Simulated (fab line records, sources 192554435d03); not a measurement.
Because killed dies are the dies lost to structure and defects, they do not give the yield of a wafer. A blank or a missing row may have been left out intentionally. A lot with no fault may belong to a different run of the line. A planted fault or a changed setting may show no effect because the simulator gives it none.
fab line records	flow n5_finfet
[record] lots = 10	wafers = 28	last_day = 18
route steps=1938 shown BEOL_M0_SAQP@653 BEOL_M4@1111 PASSIVATION@1936
lots that met no fault: from a run of the same line without faults
start_h: hours from the record's opening day to when the first of the lot's shown wafers began	wait_h: hours elapsed since this lot's preceding step	" the same as in the row above	L1.1+2: a row that stands for several wafers	- value missing, or start not given	* or withheld: withheld	< > ~ a bound
route shown NAME@n: NAME is a module with steps in the file, n the number in the route of the first one	usual: mean and standard deviation over wafers with no fault	same: alike in all rows	chamber/n: place in a boat	sites: readings site by site	_std_site: their standard deviation	_edge_site: inner sites' mean taken away from outer sites' mean	radius_mm: how far each site lies from the wafer's centre	mask NAME#n: copy n	behind: the last tool/chamber to shape the wafer	hold: cause of the lot's hold/its duration in hours/its outcome	device: which transistor (n, p or np) failed to switch	end of line: the same wafers' tests at the end of the route	step lacking rows: just its recipe	killed: dies lost to structure and defects at the first sort, not the wafer's yield	map: a wafer's dies, x killed, . not, _ none there
set.NAME: the setting that was run; set.NAME@STEP: the one run at that earlier step	model.NAME: the simulator's own value behind a step, which no gauge read
a sample of lots followed through the steps of the route, with each step as a table and each wafer as a row
services: when a tool's chamber went out of use (start_h, in hours from the record's first day, below 0 if earlier), for how many hours, and the reason
[[steps]]
[step N5_BEOL_M0_SAQP_ETCH_83]
[recipe] chemistry = CF4	target = SiARC	target_depth_a = 390	mask_material = CAR-ArF	time_s = 65	ion_energy_ev = 80	pressure_mtorr = 40	source_w = 545	bias_w = 36	Ar_flow_sccm = 100	cf4_flow_sccm = 100	ends = cleared
[usual] drypump_motor_current_A = 5.9/0.41	etch_rf_on_time_s = 67.0/1.8	oes_product_au = 0.67/0.082	rf_vpp_V = 184.1/1.4	showerhead_plenum_p_Torr = 2.14/0.076	throttle_valve_pct = 15.5/0.3
lot.wafer	tool	chamber	start_h	wait_h	drypump_motor_current_A	etch_rf_on_time_s	oes_product_au	rf_hours_counter_h	rf_vpp_V	showerhead_plenum_p_Torr	throttle_valve_pct
L896.2	rie_diel-06	0	109.09	0.0	6.8	68.8	0.61	167	185.7	2.20	15.6
L896.3	"	3	"	"	5.7	68.7	0.80	6	183.2	2.11	15.4
L896.5	"	0	"	"	6.8	68.0	0.61	-	184.9	2.20	15.6
L897.3	rie_diel-06	3	112.71	0.0	5.7	67.9	0.80	7	184.7	2.11	15.4
L897.5	"	1	"	"	6.5	65.8	0.80	-	183.4	2.11	15.3
L897.6	"	0	"	"	6.8	68.3	0.60	-	185.5	2.20	15.6
L899.3	rie_diel-01	1	128.51	0.0	5.5	65.7	0.63	168	184.6	2.22	15.8
L899.4	"	0	"	"	5.6	64.7	0.80	11	184.4	2.18	15.0
L899.6	"	0	"	"	5.7	64.6	0.80	-	184.8	2.18	15.0
L901.4	rie_diel-01	2	136.30	0.0	5.4	65.4	0.63	195	182.9	2.05	15.6
L901.5	"	0	"	"	5.7	64.7	0.80	-	183.6	2.18	15.0
L901.6	"	1	"	"	5.5	64.8	0.64	-	183.5	2.22	15.7
L902.2	rie_diel-06	1	140.87	0.0	6.5	66.5	0.78	24	183.8	2.10	15.3
L902.3	"	3	"	"	5.7	68.6	0.77	17	183.3	2.11	15.4
L902.4	"	2	"	"	6.1	68.0	0.60	176	182.6	2.04	16.0
L907.1	rie_diel-02	1	172.14	0.0	5.7	66.8	0.76	25	186.7	2.26	15.1
L907.4	"	2	"	"	5.1	67.9	0.67	79	186.0	2.16	15.6
L907.5	"	1	"	"	5.7	67.6	0.76	-	186.8	2.26	15.1
L913.2	rie_diel-06	2	210.93	0.0	6.1	67.6	0.59	197	182.8	2.04	16.0
L913.3	"	3	"	"	5.7	68.0	0.75	42	182.9	2.10	15.5
L913.5	"	2	"	"	6.1	67.3	0.60	-	183.8	2.04	16.0
L917.2	rie_diel-01	1	234.20	0.0	5.5	65.9	0.61	205	184.1	2.20	15.8
L917.3	"	0	"	"	5.6	64.7	0.74	47	184.5	2.17	15.1
L917.4	"	2	"	"	5.4	65.2	0.61	230	181.3	2.04	15.7
L918.2	rie_diel-02	0	239.22	0.0	5.8	68.5	0.57	206	186.5	2.19	15.6
L918.3	"	3	"	"	6.2	64.3	0.60	234	183.7	2.04	15.9
L919.2	rie_diel-02	1	253.12	0.0	5.7	66.6	0.72	51	185.8	2.25	15.2
L919.6	"	3	"	"	6.2	64.4	0.59	-	182.2	2.04	15.9
[step N5_BEOL_M0_SAQP_RECESS_114]
[recipe] chemistry = HF/NH3	target = SiO2	target_depth_a = 144	afs_cycles = 3	temp_c = 30	sublimation_temp_c = 180	sublimation_time_s = 60
[usual] drypump_motor_current_A = 5.7/0.41
lot.wafer	tool	chamber	start_h	wait_h	drypump_motor_current_A
L896.2	vapor_etch-02	1	109.64	0.0	5.9
L896.3	"	1	"	"	5.9
L896.5	"	1	"	"	5.9
L897.3	vapor_etch-02	1	113.31	0.1	5.9
L897.5	"	0	"	"	5.0
L897.6	"	1	"	"	5.9
L899.3	vapor_etch-02	0	129.13	0.1	5.1
L899.4	"	1	"	"	5.9
L899.6	"	0	"	"	5.0
L901.4	vapor_etch-01	1	136.91	0.1	6.2
L901.5	"	0	"	"	5.6
L901.6	"	1	"	"	6.2
L902.2	vapor_etch-02	0	141.34	0.0	5.1
L902.3	"	1	"	"	5.9
L902.4	"	0	"	"	5.1
L907.1	vapor_etch-01	0	172.61	0.0	5.7
L907.4	"	1	"	"	6.2
L907.5	"	0	"	"	5.6
L913.2	vapor_etch-01	1	211.40	0.0	6.2
L913.3	"	0	"	"	5.7
L913.5	"	1	"	"	6.2
L917.2	vapor_etch-01	0	234.67	0.0	5.7
L917.3	"	0	"	"	5.7
L917.4	"	1	"	"	6.2
L918.2	vapor_etch-02	0	239.69	0.0	5.0
L918.3	"	0	"	"	5.0
L919.2	vapor_etch-01	0	253.59	0.0	5.6
L919.6	"	1	"	"	6.2
[step N5_BEOL_M0_SAQP_MANDREL2_REMOVE_110]
[recipe] chemistry = HBr/Cl2/O2	bt_time_s = 10	target = a-Si	stop_on = SiCN	endpoint = OES-SiCl	over_etch_frac = 1	icp_w = 600	bias_w = 30	HBr_flow_sccm = 150	Cl2_flow_sccm = 80	O2_flow_sccm = 5	pressure_mtorr = 10
[usual] HBr_flow_sccm = 150.0/0.45	drypump_motor_current_A = 5.5/0.49	oes_o_777_au = 0.97/0.08	oes_product_au = 1.005/0.018	throttle_valve_pct = 36.6/0.46
[same] bt_time_s = 10
lot.wafer	tool	chamber	start_h	wait_h	HBr_flow_sccm	drypump_motor_current_A	oes_o_777_au	oes_product_au	rf_hours_counter_h	throttle_valve_pct
L896.2	rie_si-05	0	112.47	0.1	150.4	5.9	0.91	1.014	81	37.1
L896.3	"	1	"	"	150.5	5.0	0.93	0.993	89	35.9
L896.5	"	1	"	"	149.6	5.0	0.94	0.992	-	35.9
L897.3	rie_si-02	1	115.90	0.1	149.4	4.9	0.96	1.021	56	37.4
L897.5	"	1	"	"	150.0	4.9	0.95	1.030	-	37.4
L897.6	"	2	"	"	149.5	5.3	0.93	0.995	-	36.3
L899.3	rie_si-02	0	131.73	0.1	150.2	5.3	1.01	1.040	17	36.8
L899.4	"	1	"	"	149.1	4.9	0.96	1.013	57	37.3
L899.6	"	2	"	"	150.7	5.3	0.94	0.991	-	36.3
L901.4	rie_si-01	0	140.18	0.1	150.0	5.6	1.11	1.004	-	37.2
L901.5	"	2	"	"	149.8	6.0	0.88	0.986	-	36.4
L901.6	"	1	"	"	149.4	5.6	0.97	0.991	-	36.8
L902.2	rie_si-01	2	144.24	0.1	149.6	5.9	0.88	0.992	113	36.4
L902.3	"	0	"	"	149.7	5.6	1.11	0.995	88	37.2
L902.4	"	0	"	"	148.6	5.6	1.11	1.012	-	37.2
L907.1	rie_si-01	1	175.54	0.1	149.8	5.6	0.97	0.994	160	36.8
L907.4	"	2	"	"	149.7	6.0	0.88	0.993	113	36.4
L907.5	"	2	"	"	149.9	6.0	0.88	1.010	-	36.3
L913.2	rie_si-02	1	214.18	0.1	149.6	4.9	0.95	1.013	58	37.4
L913.3	"	0	"	"	149.9	5.3	1.01	1.027	19	36.8
L913.5	"	1	"	"	149.4	4.9	0.95	1.010	-	37.3
L917.2	rie_si-05	0	237.41	0.1	149.9	5.9	0.90	1.020	83	37.1
L917.3	"	1	"	"	150.0	5.1	0.94	0.982	92	35.9
L917.4	"	2	"	"	149.8	5.2	0.93	0.978	104	36.2
L918.2	rie_si-05	1	243.06	0.1	150.2	5.0	0.94	0.983	92	35.9
L918.3	"	2	"	"	149.9	5.2	0.92	0.961	104	36.2
L919.2	rie_si-05	2	256.76	0.1	150.0	5.2	0.91	0.974	104	36.2
L919.6	"	3	"	"	150.0	6.4	0.90	1.006	-	36.7
[step N5_BEOL_M0_SAQP_COAT_87]
[recipe] resist = underlayer	temp_c = 205	time_s = 60	spin_rpm = 1500	resist_thk_nm = 5
[usual] exhaust_pa = 45.0/0.8	heater_power_total_W = 391.7/1.4	plate_temp_C = 205.00/0.18
lot.wafer	tool	chamber	start_h	wait_h	exhaust_pa	heater_power_total_W	plate_temp_C
L896.2	litho_track-02	0	112.62	-	45.7	391.4	205.21
L896.3	"	0	"	"	44.8	390.1	205.09
L896.5	"	0	"	"	44.6	393.8	204.75
L897.3	litho_track-01	0	116.06	-	43.5	392.3	205.10
L897.5	"	0	"	"	45.1	393.7	205.05
L897.6	"	0	"	"	43.8	393.0	204.99
L899.3	litho_track-02	0	131.88	-	44.4	390.2	205.05
L899.4	"	0	"	"	43.8	393.6	205.09
L899.6	"	0	"	"	44.6	389.7	205.03
L901.4	litho_track-02	0	140.29	-	44.8	393.7	205.28
L901.5	"	0	"	"	44.6	391.5	204.95
L901.6	"	0	"	"	43.9	390.0	205.38
L902.2	litho_track-02	0	144.39	-	45.1	425.6	219.20
L902.3	"	0	"	"	45.2	424.8	219.55
L902.4	"	0	"	"	44.8	428.8	219.33
L907.1	litho_track-02	0	175.69	-	44.7	426.7	219.51
L907.4	"	0	"	"	45.1	424.1	219.81
L907.5	"	0	"	"	45.0	423.2	219.68
L913.2	litho_track-03	0	214.33	-	46.2	393.1	205.21
L913.3	"	0	"	"	46.0	391.7	205.14
L913.5	"	0	"	"	44.8	392.0	205.02
L917.2	litho_track-01	0	237.57	-	43.4	390.9	204.76
L917.3	"	0	"	"	43.9	394.0	204.47
L917.4	"	0	"	"	44.1	391.2	204.71
L918.2	litho_track-03	0	243.21	-	45.0	389.6	204.93
L918.3	"	0	"	"	44.5	390.1	204.81
L919.2	litho_track-03	0	256.92	-	44.3	393.5	205.16
L919.6	"	0	"	"	43.8	394.0	205.12
[step N5_BEOL_M4_RC_MEAS_101]
[usual] DIBL_N = 35.0/2.4	DIBL_P = 35.4/2.8	IOFF_N = 0.14/0.045	IOFF_P = 0.20/0.048	ION_N = 667/19	ION_P = 460/11	SS_N = 71.2/0.71	SS_P = 73.1/0.86	VT_N = 252/4.6	VT_P = -251/3.4
lot.wafer	tool	chamber	start_h	wait_h	DIBL_N[mV/V]	DIBL_P[mV/V]	IOFF_N[nA/um]	IOFF_P[nA/um]	ION_N[uA/um]	ION_P[uA/um]	SS_N[mV/dec]	SS_P[mV/dec]	VT_N[mV]	VT_P[mV]
L896.2	prober-01	0	172.25	0.2	33.3	34.5	0.13	0.18	651	451	70.5	73.0	249	-251
L896.3	"	0	"	"	31.0	32.4	0.10	0.16	664	467	70.0	72.4	253	-251
L896.5	"	0	"	"	35.2	38.2	0.17	0.25	688	481	70.3	73.1	246	-246
L897.3	prober-02	0	172.56	0.3	36.5	37.5	0.17	0.24	679	464	71.8	73.7	250	-249
L897.5	"	0	"	"	33.4	33.1	0.12	0.17	663	456	70.4	72.9	253	-252
L897.6	"	0	"	"	36.5	38.6	0.18	0.25	687	474	72.3	74.1	248	-248
L899.3	prober-02	0	182.25	0.3	37.4	38.2	0.21	0.25	689	473	72.0	73.7	246	-248
L899.4	"	0	"	"	37.7	37.8	0.21	0.24	677	462	71.7	74.5	246	-248
L899.6	"	0	"	"	38.5	39.6	0.21	0.27	676	464	71.7	74.2	247	-248
L901.4	prober-02	0	196.19	0.5	34.8	34.9	0.17	0.21	677	460	71.0	72.8	250	-250
L901.5	"	0	"	"	33.5	33.0	0.13	0.18	674	463	71.2	72.3	253	-250
L901.6	"	0	"	"	35.7	36.4	0.19	0.23	686	464	71.5	73.9	247	-249
L902.2	prober-02	0	208.28	0.2	42.5	42.8	0.35	0.39	724	490	73.3	75.2	239	-242
L902.3	"	0	"	"	38.6	37.4	0.20	0.24	685	470	71.9	74.0	246	-247
L902.4	"	0	"	"	32.1	28.8	0.09	0.13	630	441	70.5	70.5	260	-256
L907.1	prober-01	0	229.91	0.0	38.7	37.5	0.18	0.22	668	449	72.1	74.2	247	-251
L907.4	"	0	"	"	35.9	35.9	0.15	0.21	667	465	70.9	74.0	247	-250
L907.5	"	0	"	"	34.5	33.4	0.12	0.16	667	455	70.5	72.8	255	-255
L913.2	prober-01	0	276.24	0.2	31.3	32.2	0.10	0.15	637	439	71.1	71.9	255	-255
L913.3	"	0	"	"	36.8	38.9	0.18	0.23	653	448	72.3	73.9	250	-253
L913.5	"	0	"	"	31.7	32.6	0.11	0.15	669	461	70.9	72.4	253	-256
L917.2	prober-02	0	283.82	0.2	33.8	35.2	0.10	0.16	665	462	71.1	72.1	259	-256
L917.3	"	0	"	"	37.8	39.5	0.16	0.23	661	454	72.3	73.1	252	-250
L917.4	"	0	"	"	33.6	34.3	0.10	0.16	664	458	72.0	72.7	258	-255
L918.2	prober-02	0	302.41	0.2	33.1	36.2	0.12	0.18	654	457	71.3	72.9	253	-251
L918.3	"	0	"	"	36.3	39.3	0.19	0.23	702	479	72.0	74.1	243	-248
L919.2	prober-01	0	311.42	0.2	34.6	35.6	0.14	0.20	681	471	70.7	73.5	251	-252
L919.6	"	0	"	"	33.8	34.3	0.11	0.17	656	450	70.9	73.0	256	-256
[step N5_PASSIVATION_PROBE_49]
[usual] defect_limited_yield = 91.7/1.4	killed_at_M0_to_M3 = 32/9.7	killed_at_M4_up = 14/5.5	killed_at_contacts = 13/6.1	killed_at_front_end = 35/10	killed_at_other = 4.2/2.9	killed_dies = 98/17	killed_open = 63/12	killed_short = 32/7.7	sort_bin_4_leakage = 0.0/0.33	sort_bin_5_function = 4.8/0.9	sort_bin_6_memory = 3.1/0.63	sort_bin_8_speed = 1/3.3	sort_n_pass = 1073/41
[same] gross_dies = 1180	killed_at_back_side = 0
lot.wafer	tool	chamber	start_h	wait_h	defect_limited_yield[%]	killed_at_M0_to_M3	killed_at_M4_up	killed_at_contacts	killed_at_front_end	killed_at_other	killed_dies	killed_open	killed_short	sort_bin_4_leakage[%]	sort_bin_5_function[%]	sort_bin_6_memory[%]	sort_bin_8_speed[%]	sort_n_pass
L901.4	prober-01	-	292.42	0.2	93.6	22	12	8	34	0	76	43	32	0	3.8	2.5	0	1104
L901.5	prober-01	-	292.47	0.2	92.5	23	17	19	28	2	89	66	23	0	4.0	3.2	0	1091
L901.6	prober-01	-	292.52	0.3	90.1	30	24	24	39	0	117	79	29	0	5.3	3.7	0	1063
L917.2	prober-02	-	403.49	0.1	93.6	34	4	11	19	8	76	55	20	0	3.9	2.3	0	1104
L917.3	prober-02	-	403.54	0.1	94.0	8	11	5	31	16	71	42	25	0	3.6	1.9	0	1109
L917.4	prober-02	-	403.59	0.2	92.3	20	14	21	30	6	91	66	24	0	4.5	3.0	0	1089
// killed by level:class
L901.4 BEOL_M1:geometric_particle:open=9 FIN_SAQP:geometric_particle:short=8 STI_FIN_REVEAL:geometric_particle:open=8 MOL_CONTACT_COAG:geometric_particle:open=6 BEOL_M0_SAQP:geometric_particle:short=5 ILD0:geometric_particle:short=4 BEOL_M3:geometric_particle:open=4 BEOL_M5:geometric_particle:open=4
L901.5 MOL_CONTACT_COAG:geometric_particle:open=18 BEOL_M1:geometric_particle:open=7 BEOL_M4:geometric_particle:open=6 BEOL_M5:geometric_particle:open=6 BEOL_M0_SAQP:geometric_particle:short=5 BEOL_M3:geometric_particle:open=5 STI_FIN_REVEAL:geometric_particle:short=4 STI_FIN_REVEAL:geometric_particle:open=4
L901.6 MOL_CONTACT_COAG:geometric_particle:open=18 BEOL_M4:geometric_particle:open=11 HKMG_FIN:area_etch=9 BEOL_M3:geometric_particle:open=8 FIN_SAQP:geometric_particle:open=6 MOL_CONTACT_COAG:geometric_particle:short=6 BEOL_M1:geometric_particle:open=6 BEOL_M0_SAQP:geometric_particle:open=6
L917.2 BEOL_M2:geometric_particle:open=12 MOL_CONTACT_COAG:geometric_particle:open=10 BEOL_M0_SAQP:geometric_particle:open=6 PASS1_CAP:geometric_particle:open=6 BEOL_M1:geometric_particle:open=6 FIN_SAQP:geometric_particle:open=5 FIN_SAQP:geometric_particle:short=5 BEOL_M1:geometric_particle:short=3
L917.3 STARTING-WAFER:geometric_particle:short=7 FIN_SAQP:geometric_particle:open=5 BEOL_M4:geometric_particle:open=5 MOL_CONTACT_COAG:geometric_particle:open=4 PASS1_CAP:geometric_particle:short=4 FIN_SAQP:geometric_particle:short=3 STI_FIN_REVEAL:geometric_particle:open=3 MIM_TOP_ETCH:geometric_particle:open=3
L917.4 MOL_CONTACT_COAG:geometric_particle:open=21 BEOL_M1:geometric_particle:open=7 FIN_SAQP:geometric_particle:open=5 BEOL_M4:geometric_particle:open=5 STARTING-WAFER:geometric_particle:short=5 FIN_SAQP:geometric_particle:short=4 STI_FIN_REVEAL:geometric_particle:open=4 GATE_CUT:geometric_particle:short=3
[[services]]
tool	chamber	start_h	hours	kind
rie_si-05	0	99.49	5.9	repair
rie_si-01	3	122.16	-	clean
rie_si-01	3	122.16	29.4	scheduled_down
rie_si-01	3	122.16	29.4	vent_cycle
rie_diel-02	3	134.23	1.3	repair
rie_si-02	-	140.59	2.8	pm
rie_diel-02	-	147.33	14.6	pm
vapor_etch-01	0	150.40	1.8	repair
vapor_etch-02	-	170.28	15.6	pm
litho_track-01	-	173.34	-	consumable_replace:filter
rie_diel-02	1	176.33	5.3	repair
rie_si-05	1	192.21	2.5	repair
rie_si-05	2	198.55	2.9	repair
rie_diel-01	3	198.80	7.3	repair
rie_diel-01	3	211.77	18.5	repair
rie_si-01	-	216.84	2.8	pm
rie_si-02	-	220.95	0.5	repair
rie_si-01	1	221.03	1.1	repair
[[key]]
[first_sign] step = N5_BEOL_M0_SAQP_COAT_87	reading = plate_temp_C	direction = up	sigmas = 82	usual = *	struck = *
[effect] step = N5_BEOL_M0_SAQP_COAT_87	reading = heater_power_total_W	direction = up	sigmas = 25	usual = *	struck = *
met_at N5_BEOL_M0_SAQP_COAT_87
struck_lots L902,L907
not_acting_at N5_BEOL_M0_SAQP_ETCH_83,N5_BEOL_M0_SAQP_RECESS_114,N5_BEOL_M0_SAQP_MANDREL2_REMOVE_110
onset_between 140.29 144.39
[fault] kind = process_parameter_drift	tool = litho_track-02	chamber = -	onset_h = 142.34	steps = N5_BEOL_M0_SAQP_COAT_87	channel = temp_c	offset = *	shape = step	end_h = 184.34	acts_in = *	stated = *
